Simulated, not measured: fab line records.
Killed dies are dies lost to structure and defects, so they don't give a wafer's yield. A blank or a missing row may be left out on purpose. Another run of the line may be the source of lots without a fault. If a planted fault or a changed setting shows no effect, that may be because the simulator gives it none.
Chamber matching || flow nandHarc || NHARC_A_CONTACT_DEP_29 on pecvd-04: 3 sister chambers
The step deposits SiON, target thk 70 nm. 6 wafers are shown with their chamber, then 9 later ones without.

== WAFERS WITH THEIR CHAMBER ==
{"wafer": "L080.2", "chamber": 1, "heaterPowerW (W)": 699}
{"wafer": "L080.3", "chamber": 2, "heaterPowerW (W)": 785}
{"wafer": "L080.4", "chamber": 2, "heaterPowerW (W)": 793}
{"wafer": "L087.1", "chamber": 0, "heaterPowerW (W)": 754}
{"wafer": "L087.4", "chamber": 0, "heaterPowerW (W)": 761}
{"wafer": "L087.5", "chamber": 1, "heaterPowerW (W)": 766}

== WAFERS MISSING THEIR CHAMBER ==
{"wafer": "L090.1", "heaterPowerW (W)": 699}
{"wafer": "L090.5", "heaterPowerW (W)": 709}
{"wafer": "L090.6", "heaterPowerW (W)": 786}
{"wafer": "L092.1", "heaterPowerW (W)": 716}
{"wafer": "L092.2", "heaterPowerW (W)": 710}
{"wafer": "L092.5", "heaterPowerW (W)": 841}
{"wafer": "L096.1", "heaterPowerW (W)": 749}
{"wafer": "L096.3", "heaterPowerW (W)": 674}
{"wafer": "L096.4", "heaterPowerW (W)": 752}

== EACH ONE'S CHAMBER ==
{"wafer": "L090.1", "from the rows above": "can't be placed: 1 or 0", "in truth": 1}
{"wafer": "L090.5", "from the rows above": "can't be placed: 1 or 0", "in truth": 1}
{"wafer": "L090.6", "from the rows above": "can't be placed: 2 or 0 or 1", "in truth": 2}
{"wafer": "L092.1", "from the rows above": "can't be placed: 1 or 0", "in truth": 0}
{"wafer": "L092.2", "from the rows above": "can't be placed: 1 or 0", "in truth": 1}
{"wafer": "L092.5", "from the rows above": "can't be placed: 2 or 0", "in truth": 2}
{"wafer": "L096.1", "from the rows above": "can't be placed: 0 or 1 or 2", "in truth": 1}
{"wafer": "L096.3", "from the rows above": "can't be placed: 1 or 0", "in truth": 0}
{"wafer": "L096.4", "from the rows above": "can't be placed: 0 or 1 or 2", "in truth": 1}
Correct placement for 0 of the 9. From these rows, 9 cannot be placed; in 9 the true chamber is one of the candidates. 0 placed wrongly.
How it was worked out, from the rows above alone: a wafer's distance from a chamber is the root of the sum, over the readings, of the square of ((its reading less the chamber's mean) divided by the reading's scatter). The wafer belongs to the nearest chamber; if the next one is less than 2 further off, it can't be placed. Each chamber's mean is taken over the wafers shown for it. How the scatter is found: for the shown wafers, subtract from each reading the mean of its chamber, square and add these, divide the total by (wafers less chambers), then take the root.
